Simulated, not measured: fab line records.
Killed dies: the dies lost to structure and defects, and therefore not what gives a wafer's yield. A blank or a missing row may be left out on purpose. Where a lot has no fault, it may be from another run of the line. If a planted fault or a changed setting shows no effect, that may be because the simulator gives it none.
Which tool did it?	flow nandHarc	13 lots, 39 wafers sampled, at 5 steps of a route of 1302

WHAT THE GAUGES SHOWED, per wafer
NHARC_A_ONON_D2_THK_MEAS_14: measures by ellipsometry.
lot	measured	on	thkNm (nm)
L504	day 12 18:18	filmMetro-01	990 991 989
L503	day 12 18:22	filmMetro-02	1003 1004 1001
L505	day 13 12:14	filmMetro-01	1012 1013 1012
L507	day 14 00:53	filmMetro-02	1005 1005 1007
L506	day 14 01:14	filmMetro-01	985 985 984
L515	day 17 20:49	filmMetro-02	1888 1886 1887
L518	day 18 18:46	filmMetro-02	1868 1870 1869
L521	day 19 21:07	filmMetro-01	1009 1011 1009
L522	day 20 03:32	filmMetro-01	989 989 987
L523	day 20 23:02	filmMetro-02	1025 1022 1025
L525	day 21 12:46	filmMetro-01	1013 1015 1014
L524	day 21 12:57	filmMetro-01	989 989 991
L526	day 22 12:07	filmMetro-01	1003 1001 1000

NHARC_END_SORT_01.
lot	measured	on	killedAtArray	killedAtOther	killedAtPeriphery	killedDies	killedOpen	killedShort
L515	day 29 09:46	prober-01	673 672 673	1 1 0	3 4 4	677 677 677	2 2 4	3 2 2
L518	day 30 17:17	prober-02	676 675 674	0 0 1	1 2 2	677 677 677	3 4 3	3 3 2

WHAT TOOL EACH LOT RAN ON (gives the tool, then ch and the chambers of the sampled wafers, and finally the start)
lot	NHARC_A_CHANNEL_FILL_D1_ETCHBACK_08	NHARC_A_DECK1_JOINT_ETCHBACK_07	NHARC_A_ONON_D2_DEP_12
L504	rieDiel-13 ch 0,1,2, day 11 03:07 or earlier	rieSi-06 ch 0,1,2, day 11 03:07	pecvdOnon-04 ch 0, day 12 17:47
L503	rieDiel-09 ch 0,1,2, day 11 03:06 or earlier	rieSi-05 ch 1,3, day 11 03:06	pecvdOnon-02 ch 0, day 12 17:52
L505	rieDiel-13 ch 1,2, day 11 20:37 or earlier	rieSi-05 ch 0,1,3, day 11 20:37	pecvdOnon-01 ch 0, day 13 11:43
L507	rieDiel-09 ch 1,2,3, day 12 13:19 or earlier	rieSi-05 ch 1,3, day 12 13:19	pecvdOnon-01 ch 0, day 14 00:29
L506	rieDiel-13 ch 0,2,3, day 12 13:29 or earlier	rieSi-04 ch 0,1,2, day 12 13:29	pecvdOnon-01 ch 0, day 14 00:50
L515	rieDiel-09 ch 1,2, day 16 04:23 or earlier	rieSi-06 ch 0,3, day 16 04:23	pecvdOnon-01 ch 0, day 17 20:21
L518	rieDiel-09 ch 0,2,3, day 17 03:09 or earlier	rieSi-06 ch 2,3, day 17 03:09	pecvdOnon-01 ch 0, day 18 18:22
L521	rieDiel-13 ch 1,2,3, day 18 07:01 or earlier	rieSi-05 ch 2,3, day 18 07:01	pecvdOnon-02 ch 0, day 19 20:43
L522	rieDiel-11 ch 1,2,3, day 18 14:29 or earlier	rieSi-05 ch 0,1,3, day 18 14:29	pecvdOnon-02 ch 0, day 20 03:05
L523	rieDiel-13 ch 0,1,2, day 19 11:46 or earlier	rieSi-06 ch 0,1,3, day 19 11:46	pecvdOnon-04 ch 0, day 20 22:40
L525	rieDiel-09 ch 1,3, day 20 00:04 or earlier	rieSi-05 ch 0,2,3, day 20 00:04	pecvdOnon-02 ch 0, day 21 12:16
L524	rieDiel-11 ch 0,2, day 20 00:04 or earlier	rieSi-06 ch 1,3, day 20 00:04	pecvdOnon-01 ch 0, day 21 12:30
L526	rieDiel-13 ch 0,2, day 20 13:11 or earlier	rieSi-04 ch 2,3, day 20 13:11	pecvdOnon-02 ch 0, day 22 11:36
- NHARC_A_CHANNEL_FILL_D1_ETCHBACK_08: etches the open film in C4F8, target depth 220 nm, time 110 s.
- NHARC_A_DECK1_JOINT_ETCHBACK_07: etches the open film in HBr, target depth 105 nm, time 26.9 s.
- NHARC_A_ONON_D2_DEP_12: target thk 1000 nm.

AS READ BY THE TOOLS THEMSELVES (means over the sampled wafers that have a number; for cases with no such wafer, the mark the record gives instead)
NHARC_A_CHANNEL_FILL_D1_ETCHBACK_08.
lot	tool	chamberPressureMTorr (mTorr)	oesProductAu (a.u.)	rfVppV (V)
L504	rieDiel-13	24.982	1.00	440.8
L503	rieDiel-09	24.992	0.92	439.7
L505	rieDiel-13	25.014	0.99	441.3
L507	rieDiel-09	24.988	0.93	439.9
L506	rieDiel-13	24.997	0.92	441.4
L515	rieDiel-09	24.984	0.94	440.9
L518	rieDiel-09	25.016	0.92	440.1
L521	rieDiel-13	25.013	0.99	441.2
L522	rieDiel-11	24.986	0.94	442.9
L523	rieDiel-13	24.981	1.00	441.7
L525	rieDiel-09	25.000	0.92	439.7
L524	rieDiel-11	24.985	1.02	443.1
L526	rieDiel-13	25.008	0.92	441.5

NHARC_A_DECK1_JOINT_ETCHBACK_07.
lot	tool	chamberPressureMTorr (mTorr)	drypumpMotorCurrentA (A)	oesProductAu (a.u.)	throttleValvePct (%)
L504	rieSi-06	14.993	5.5	1.004	23.268
L503	rieSi-05	14.992	5.6	0.996	23.262
L505	rieSi-05	15.006	5.9	0.995	23.272
L507	rieSi-05	14.993	6.0	1.003	23.274
L506	rieSi-04	15.002	5.7	1.011	23.270
L515	rieSi-06	14.995	5.5	1.016	23.269
L518	rieSi-06	14.995	5.3	1.006	23.272
L521	rieSi-05	15.004	6.1	1.002	23.261
L522	rieSi-05	15.003	5.9	0.986	23.270
L523	rieSi-06	15.003	5.5	1.010	23.266
L525	rieSi-05	15.005	6.1	0.997	23.268
L524	rieSi-06	15.019	5.5	1.001	23.259
L526	rieSi-04	15.007	5.6	1.016	23.264

NHARC_A_ONON_D2_DEP_12.
lot	tool	n2oFlowSccm (sccm)
L504	pecvdOnon-04	2002
L503	pecvdOnon-02	1995
L505	pecvdOnon-01	1991
L507	pecvdOnon-01	2005
L506	pecvdOnon-01	1997
L515	pecvdOnon-01	2005
L518	pecvdOnon-01	2000
L521	pecvdOnon-02	2002
L522	pecvdOnon-02	2006
L523	pecvdOnon-04	1996
L525	pecvdOnon-02	1990
L524	pecvdOnon-01	2006
L526	pecvdOnon-02	2003

THE ANSWER, worked out from the rows above alone
Rule: what is usual is taken from the lots themselves. The widest of any qualifying gaps counts: lots, ordered by their means at a reading, are off when they make up no more than a third of the lots, leave a main group of 4 or more, and stand apart from it by 3 or more times the standard deviation of that group's means. A main group is skipped when, at the precision printed for the reading in the tables above, its means are all equal. Also off: a lot with no number at a reading for which 4 or more lots have one. The other lots that the step has rows for count as sound. Order of review: gauges by route order, followed by the tools' own readings, for which a lot's mean as printed above is used. At the first step where some lot is off, the reading lying furthest off is the one used; lots without a number count as furthest.
Off, at NHARC_A_ONON_D2_THK_MEAS_14 on thkNm: L515, L518. Main group: mean 1002 nm, sd 12.
A tool fits if, at a process step before that reading, it ran every lot that is off, and no sound lot after the first of them. Those tools and the gauges at NHARC_A_ONON_D2_THK_MEAS_14 are tried in the same way. NHARC_A_CHANNEL_FILL_D1_ETCHBACK_08 gives no start for some lots, so the hours and the order of its lots are those of NHARC_A_DECK1_JOINT_ETCHBACK_07. No candidate that was tried fits.

WHAT WAS PUT IN BY THE SIMULATOR
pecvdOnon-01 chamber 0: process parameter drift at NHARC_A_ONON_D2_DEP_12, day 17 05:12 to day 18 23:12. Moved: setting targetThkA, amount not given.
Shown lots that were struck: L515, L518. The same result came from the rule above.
